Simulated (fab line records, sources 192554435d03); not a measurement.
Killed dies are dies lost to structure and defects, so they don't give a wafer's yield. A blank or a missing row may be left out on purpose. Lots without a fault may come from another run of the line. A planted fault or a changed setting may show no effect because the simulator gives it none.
Chamber matching | flow n5_finfet | N5_BEOL_M8_STRIP_36 on rie_diel-01: 4 sister chambers
The step strips in N2/H2. 7 wafers are shown with their chamber, then 7 later ones without.

WAFERS WITH THEIR CHAMBER
wafer  | chamber | showerhead_plenum_p_Torr (Torr) | throttle_valve_pct (%)
L077.1 | 1       | 2.61                            | 23.67
L077.6 | 3       | 2.68                            | 23.20
L081.1 | 3       | 2.67                            | 23.16
L081.2 | 2       | 2.42                            | 23.93
L081.3 | 0       | 2.52                            | 23.47
L086.2 | 2       | 2.42                            | 23.96
L086.3 | 0       | 2.51                            | 23.51

WAFERS WITHOUT THEIR CHAMBER
wafer  | showerhead_plenum_p_Torr (Torr) | throttle_valve_pct (%)
L086.4 | 2.51                            | 23.52
L088.1 | 2.41                            | 23.94
L088.2 | 2.67                            | 23.18
L088.5 | 2.41                            | 23.94
L087.2 | 2.61                            | 23.32
L087.4 | 2.67                            | 23.21
L087.6 | 2.67                            | 23.17

WHICH CHAMBER EACH WENT THROUGH
wafer  | from the rows above     | in truth
L086.4 | 0                       | 0
L088.1 | 2                       | 2
L088.2 | 3                       | 3
L088.5 | 2                       | 2
L087.2 | can't be placed: 3 or 1 | 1
L087.4 | 3                       | 3
L087.6 | 3                       | 3
Placed correctly: 6 of 7. Can't be placed from these rows: 1 (the true chamber is among the candidates in 1). Placed wrongly: 0.
How it was worked out, from the rows above alone: a wafer's distance from a chamber is the root of the sum, over the readings, of the square of ((its reading less the chamber's mean) divided by the reading's scatter). The wafer belongs to the nearest chamber; if the next one is less than 2 further off, it can't be placed. A chamber's mean is the mean of its shown wafers. The scatter: the root of (the sum of the squares of (reading less its chamber's mean) over the shown wafers, divided by (wafers less chambers)).
